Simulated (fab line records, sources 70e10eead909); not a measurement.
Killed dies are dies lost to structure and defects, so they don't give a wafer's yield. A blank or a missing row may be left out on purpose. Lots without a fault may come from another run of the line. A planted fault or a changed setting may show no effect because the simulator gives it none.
A struck lot beside a sound one | flow nand_harc | 14 steps out of a route of 1302
Sound: wafers L336.2, L336.5, L336.6. Struck: wafers L351.1, L351.5, L351.6. The cause comes at the end.
At each step with rows: each side's tool, then ch and its chambers, then its first start. Under that, the readings that differ: sound wafers | struck wafers | difference of the means | sigmas: that difference in standard deviations of wafers without a fault.
alike: readings whose means differ by less than 2 such deviations, and words and numbers that are the same on both sides. not compared: withheld readings, readings that some wafer has no value for, bounds like >300 that may hide the same value, and numbers for which the record gives no deviation and whose values overlap.
The two part at a step that has a row with sigmas, a row that says differs or no value, or rows on one side only. Numbers that don't overlap but have no deviation are shown without sigmas and don't part them. A reading that every wafer of one side lacks parts them only if that side has two wafers or more.

first, 2 steps without rows for these wafers: NHARC_A_SOURCE_PLATE_CVD_03 (deposits poly-Si, target thk 200 nm, time 4000 s); NHARC_A_SOURCE_PLATE_ANNEAL_05 (time 1800 s).
NHARC_A_SOURCE_PLATE_THK_MEAS_06: measures by ellipsometry.
  sound on film_metro-02, day 8 19:07; struck on film_metro-02, day 14 18:08
  alike: thk_nm
NHARC_A_SOURCE_PLATE_INSPECT_08:
  sound on defect_inspect-02, day 8 19:11; struck on defect_inspect-01, day 14 18:14
  alike: raw_defect_count
then, 1 step without rows for these wafers: NHARC_A_ONON_D1_DEP_00 (target thk 1000 nm).
NHARC_A_ONON_D1_THK_MEAS_02: measures by ellipsometry.
  sound on film_metro-02, day 8 19:45; struck on film_metro-02, day 14 18:49
  alike: thk_nm
then, 1 step without rows for these wafers: NHARC_A_ONON_D1_DEP_03 (target thk 1000 nm).
NHARC_A_ONON_D1_THK_MEAS_05: measures by ellipsometry.
  sound on film_metro-01, day 8 20:19; struck on film_metro-01, day 14 19:23
  reading     | sound       | struck         | difference | sigmas
  thk_nm (nm) | 998 997 996 | 1017 1016 1015 | +19        | +2
then, 1 step without rows for these wafers: NHARC_A_ONON_D1_DEP_06 (target thk 1000 nm).
NHARC_A_ONON_D1_THK_MEAS_08: measures by ellipsometry.
  sound on film_metro-01, day 8 20:53; struck on film_metro-02, day 14 19:57
  alike: thk_nm
NHARC_A_ONON_D1_DEP_09: target thk 1000 nm.
  sound on pecvd_onon-01 ch 0, day 8 21:00; struck on pecvd_onon-02 ch 0, day 14 20:00
  alike: sih4_flow_sccm, susceptor_temp_C
NHARC_A_ONON_D1_THK_MEAS_11: measures by ellipsometry.
  sound on film_metro-01, day 8 21:28; struck on film_metro-02, day 14 20:31
  reading     | sound        | struck      | difference | sigmas
  thk_nm (nm) | 1000 997 997 | 613 614 615 | -384       | -35
then, 1 step without rows for these wafers: NHARC_A_ONON_D1_DEP_12 (target thk 1000 nm).
-- the record jumps here: 16 days lie between the struck wafers' starts before and after (it left off in module A_ONON_D1 and takes up again in module END, whose first step shown is number 1302 of the route) --
NHARC_END_SORT_01:
  the record has rows for the struck wafers here (prober-01 ch 0, day 30 22:35) and none for the sound ones

WHERE THEY PART
First at NHARC_A_ONON_D1_THK_MEAS_05; last, within this record, at NHARC_END_SORT_01.

WHY: what the simulator had put in
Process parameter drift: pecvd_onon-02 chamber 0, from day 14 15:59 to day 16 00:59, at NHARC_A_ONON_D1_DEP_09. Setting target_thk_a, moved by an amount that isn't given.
